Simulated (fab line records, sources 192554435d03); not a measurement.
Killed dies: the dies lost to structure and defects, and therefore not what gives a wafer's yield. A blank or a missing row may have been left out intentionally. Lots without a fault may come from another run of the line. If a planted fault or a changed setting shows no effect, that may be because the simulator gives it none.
Split-lot study || flow n5-finfet || 21 wafers read from 7 lots, route of 1938 steps

== THE SPLIT ITSELF ==
At N5_FIN_SAQP_EXPOSE_13 (exposes mask FIN CORE, target cd 35.6 nm), the setting dose-mj was moved away from the recipe's 63.25 on 5 of the 21 wafers read, by +2.0% to +6.5%. All remaining wafers had this setting at the recipe value.

== FROM THE SPLIT TO THE READING: what the file shows between them, 2 steps ==
- N5_FIN_SAQP_PEB_14: peb time 60 s
- N5_FIN_SAQP_DEVELOP_15: develop time 30 s

== THE READING ==
At N5_FIN_SAQP_CD_MEAS_16: cd-nm in nanometres, against a target cd of 35.6 nm. A value of 35.6 nm with a standard deviation of 0.32 nm is what fault-free wafers of this fab line usually give.

{"wafer": "L076.1", "tool, chamber at the split": "arfi-scanner-03, 0", "dose-mj as run": 63.25, "against the recipe": "recipe", "cd-nm, nm": 34.9, "against lot-mates on the recipe": "-"}
{"wafer": "L076.3", "tool, chamber at the split": "arfi-scanner-03, 0", "dose-mj as run": 63.25, "against the recipe": "recipe", "cd-nm, nm": 35.4, "against lot-mates on the recipe": "-"}
{"wafer": "L076.4", "tool, chamber at the split": "arfi-scanner-03, 0", "dose-mj as run": 63.25, "against the recipe": "recipe", "cd-nm, nm": 35.3, "against lot-mates on the recipe": "-"}
{"wafer": "L078.2", "tool, chamber at the split": "arfi-scanner-01, 0", "dose-mj as run": 63.25, "against the recipe": "recipe", "cd-nm, nm": 35.5, "against lot-mates on the recipe": "-"}
{"wafer": "L078.3", "tool, chamber at the split": "arfi-scanner-01, 0", "dose-mj as run": 63.25, "against the recipe": "recipe", "cd-nm, nm": 35.5, "against lot-mates on the recipe": "-"}
{"wafer": "L078.5", "tool, chamber at the split": "arfi-scanner-01, 0", "dose-mj as run": 64.94, "against the recipe": "+2.7%", "cd-nm, nm": 34.4, "against lot-mates on the recipe": -1.1}
{"wafer": "L080.4", "tool, chamber at the split": "arfi-scanner-02, 0", "dose-mj as run": 63.25, "against the recipe": "recipe", "cd-nm, nm": 35.4, "against lot-mates on the recipe": "-"}
{"wafer": "L080.5", "tool, chamber at the split": "arfi-scanner-02, 0", "dose-mj as run": 63.25, "against the recipe": "recipe", "cd-nm, nm": 35.7, "against lot-mates on the recipe": "-"}
{"wafer": "L080.6", "tool, chamber at the split": "arfi-scanner-02, 0", "dose-mj as run": 63.25, "against the recipe": "recipe", "cd-nm, nm": 35.4, "against lot-mates on the recipe": "-"}
{"wafer": "L090.3", "tool, chamber at the split": "arfi-scanner-01, 0", "dose-mj as run": 64.5, "against the recipe": "+2.0%", "cd-nm, nm": 35.1, "against lot-mates on the recipe": -0.8}
{"wafer": "L090.4", "tool, chamber at the split": "arfi-scanner-01, 0", "dose-mj as run": 63.25, "against the recipe": "recipe", "cd-nm, nm": 35.8, "against lot-mates on the recipe": "-"}
{"wafer": "L090.5", "tool, chamber at the split": "arfi-scanner-01, 0", "dose-mj as run": 63.25, "against the recipe": "recipe", "cd-nm, nm": 36.0, "against lot-mates on the recipe": "-"}
{"wafer": "L091.1", "tool, chamber at the split": "arfi-scanner-02, 0", "dose-mj as run": 67.35, "against the recipe": "+6.5%", "cd-nm, nm": 33.9, "against lot-mates on the recipe": -1.6}
{"wafer": "L091.3", "tool, chamber at the split": "arfi-scanner-02, 0", "dose-mj as run": 63.25, "against the recipe": "recipe", "cd-nm, nm": 35.7, "against lot-mates on the recipe": "-"}
{"wafer": "L091.4", "tool, chamber at the split": "arfi-scanner-02, 0", "dose-mj as run": 63.25, "against the recipe": "recipe", "cd-nm, nm": 35.4, "against lot-mates on the recipe": "-"}
{"wafer": "L093.4", "tool, chamber at the split": "arfi-scanner-01, 0", "dose-mj as run": 63.25, "against the recipe": "recipe", "cd-nm, nm": 35.9, "against lot-mates on the recipe": "-"}
{"wafer": "L093.5", "tool, chamber at the split": "arfi-scanner-01, 0", "dose-mj as run": 63.25, "against the recipe": "recipe", "cd-nm, nm": 35.7, "against lot-mates on the recipe": "-"}
{"wafer": "L093.6", "tool, chamber at the split": "arfi-scanner-01, 0", "dose-mj as run": 63.25, "against the recipe": "recipe", "cd-nm, nm": 35.8, "against lot-mates on the recipe": "-"}
{"wafer": "L095.1", "tool, chamber at the split": "arfi-scanner-01, 0", "dose-mj as run": 63.25, "against the recipe": "recipe", "cd-nm, nm": 36.1, "against lot-mates on the recipe": "-"}
{"wafer": "L095.4", "tool, chamber at the split": "arfi-scanner-01, 0", "dose-mj as run": 65.6, "against the recipe": "+3.7%", "cd-nm, nm": 35.2, "against lot-mates on the recipe": -0.9}
{"wafer": "L095.5", "tool, chamber at the split": "arfi-scanner-01, 0", "dose-mj as run": 65.6, "against the recipe": "+3.7%", "cd-nm, nm": 34.3, "against lot-mates on the recipe": -1.8}

FIT RESULTS
A straight line over all 21 wafers: cd-nm changes by -0.263 nm for each +1% of dose-mj; r = -0.83; the points scatter about the line by 0.33 nm.
The same after taking each lot's own level away (the mean of its wafers on the recipe; 21 wafers): -0.307 nm for each +1%; r = -0.93; scatter 0.23 nm.
Per that fit: largest dose-mj move, reading shift of 2 nm.
From 35.20 to 36.10 nm: that is the span of the lots' own levels, equal to 2.8 times the standard deviation above.
In other words, the slope is changed by the lot-to-lot level; the two fits disagree.
Check: for one of the wafers moved furthest among these (+6.5%), held out of the fit, the line's prediction against its lot-mates is -2.44 nm. Against them it came out at -1.65 nm.

== FURTHER SPLITS ON THESE WAFERS ==
These wafers also went through other splits before the reading. Each is held against what the fit with the lots' levels taken away leaves over:
{"other split on the same wafers": "N5_ZERO_LAYER_PECVD_02 time-s", "wafers away from the commonest value": 6, "r with cd-nm (lot level and that fit taken away)": "+0.20"}
{"other split on the same wafers": "N5_ZERO_LAYER_EXPOSE_08 dose-mj", "wafers away from the commonest value": 9, "r with cd-nm (lot level and that fit taken away)": "+0.04"}

== FILE'S OWN FIT ==
cd-nm changes by -0.301 nm for each +1% of dose-mj, r = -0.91.
